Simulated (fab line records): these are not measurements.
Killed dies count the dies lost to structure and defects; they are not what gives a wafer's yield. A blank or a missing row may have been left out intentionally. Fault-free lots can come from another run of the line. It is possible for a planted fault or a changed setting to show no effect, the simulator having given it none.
Which tool did it? :: flow nandHarc :: 12 lots with 36 wafers sampled at 3 steps, on a route of 1302 steps

== WHAT EACH GAUGE READ, for each wafer ==
NHARC_A_CONTACT_CD_MEAS_53.
lot: L075
measured: day 22 04:33
on: cdSem-02
cdNm (nm): 289.5 289.9 289.8

lot: L077
measured: day 23 08:59
on: cdSem-01
cdNm (nm): 289.7 289.8 290.2

lot: L079
measured: day 24 06:40
on: cdSem-01
cdNm (nm): 290.4 290.5 290.2

lot: L081
measured: day 24 15:23
on: cdSem-02
cdNm (nm): 289.5 288.9 289.2

lot: L085
measured: day 25 12:39
on: cdSem-02
cdNm (nm): 289.7 289.6 289.5

lot: L083
measured: day 26 01:59
on: cdSem-02
cdNm (nm): 289.8 289.5 289.2

lot: L087
measured: day 27 12:23
on: cdSem-02
cdNm (nm): 289.6 289.1 290.1

lot: L089
measured: day 28 07:37
on: cdSem-02
cdNm (nm): 289.7 289.6 290.0

lot: L091
measured: day 28 09:59
on: cdSem-01
cdNm (nm): 289.8 289.9 289.3

lot: L093
measured: day 29 16:39
on: cdSem-02
cdNm (nm): 290.1 290.7 290.4

lot: L094
measured: day 30 19:15
on: cdSem-03
cdNm (nm): 289.8 289.9 290.3

lot: L096
measured: day 31 12:23
on: cdSem-02
cdNm (nm): 290.7 290.5 289.8

== EACH LOT AND THE TOOL THAT RAN IT (in order: tool; ch and the chambers of the sampled wafers; start) ==
lot: L075
NHARC_A_CONTACT_ETCH_120: harCapEtch-03 ch 0,1, day 22 02:54
NHARC_A_CONTACT_ETCH_123: harCapEtch-03 ch 0,1, day 22 03:32

lot: L077
NHARC_A_CONTACT_ETCH_120: harCapEtch-03 ch 0,1, day 23 07:20
NHARC_A_CONTACT_ETCH_123: harCapEtch-03 ch 0,1, day 23 07:58

lot: L079
NHARC_A_CONTACT_ETCH_120: harCapEtch-03 ch 0,1, day 24 04:55
NHARC_A_CONTACT_ETCH_123: harCapEtch-03 ch 0,1, day 24 05:25

lot: L081
NHARC_A_CONTACT_ETCH_120: harCapEtch-01 ch 0,1, day 24 13:43
NHARC_A_CONTACT_ETCH_123: harCapEtch-01 ch 0,1, day 24 14:17

lot: L085
NHARC_A_CONTACT_ETCH_120: harCapEtch-02 ch 0,1, day 25 10:58
NHARC_A_CONTACT_ETCH_123: harCapEtch-02 ch 0,1, day 25 11:32

lot: L083
NHARC_A_CONTACT_ETCH_120: harCapEtch-01 ch 0,1, day 26 00:16
NHARC_A_CONTACT_ETCH_123: harCapEtch-01 ch 0,1, day 26 00:47

lot: L087
NHARC_A_CONTACT_ETCH_120: harCapEtch-01 ch 0,1, day 27 10:43
NHARC_A_CONTACT_ETCH_123: harCapEtch-01 ch 0,1, day 27 11:17

lot: L089
NHARC_A_CONTACT_ETCH_120: harCapEtch-03 ch 0,1, day 28 05:58
NHARC_A_CONTACT_ETCH_123: harCapEtch-03 ch 0,1, day 28 06:35

lot: L091
NHARC_A_CONTACT_ETCH_120: harCapEtch-01 ch 0,1, day 28 08:18
NHARC_A_CONTACT_ETCH_123: harCapEtch-01 ch 0,1, day 28 08:52

lot: L093
NHARC_A_CONTACT_ETCH_120: harCapEtch-01 ch 0,1, day 29 14:58
NHARC_A_CONTACT_ETCH_123: harCapEtch-01 ch 0,1, day 29 15:28

lot: L094
NHARC_A_CONTACT_ETCH_120: harCapEtch-01 ch 0,1, day 30 17:10
NHARC_A_CONTACT_ETCH_123: harCapEtch-01 ch 0,1, day 30 17:50

lot: L096
NHARC_A_CONTACT_ETCH_120: harCapEtch-02 ch 0,1, day 31 10:40
NHARC_A_CONTACT_ETCH_123: harCapEtch-02 ch 0,1, day 31 11:11
- NHARC_A_CONTACT_ETCH_120: etches the open film in C4F8/O2/Ar, time 190 s, target depth 1850 nm.
- NHARC_A_CONTACT_ETCH_123: etches the open film in C4F8/O2/Ar, time 490 s, target depth 2110 nm.

== THE ANSWER, worked out from the rows above alone ==
Rule: what is usual is taken from the lots themselves. The widest of any qualifying gaps counts: lots, ordered by their means at a reading, are off when they make up no more than a third of the lots, leave a main group of 4 or more, and stand apart from it by 3 or more times the standard deviation of that group's means. If all means in a main group match to the digits the tables above print for the reading, that group is not used. Also off: a lot with no number at a reading for which 4 or more lots have one. The other lots that the step has rows for count as sound.
Nothing can be told from this: no lot is off at any reading shown.

== WHAT WAS PUT IN BY THE SIMULATOR ==
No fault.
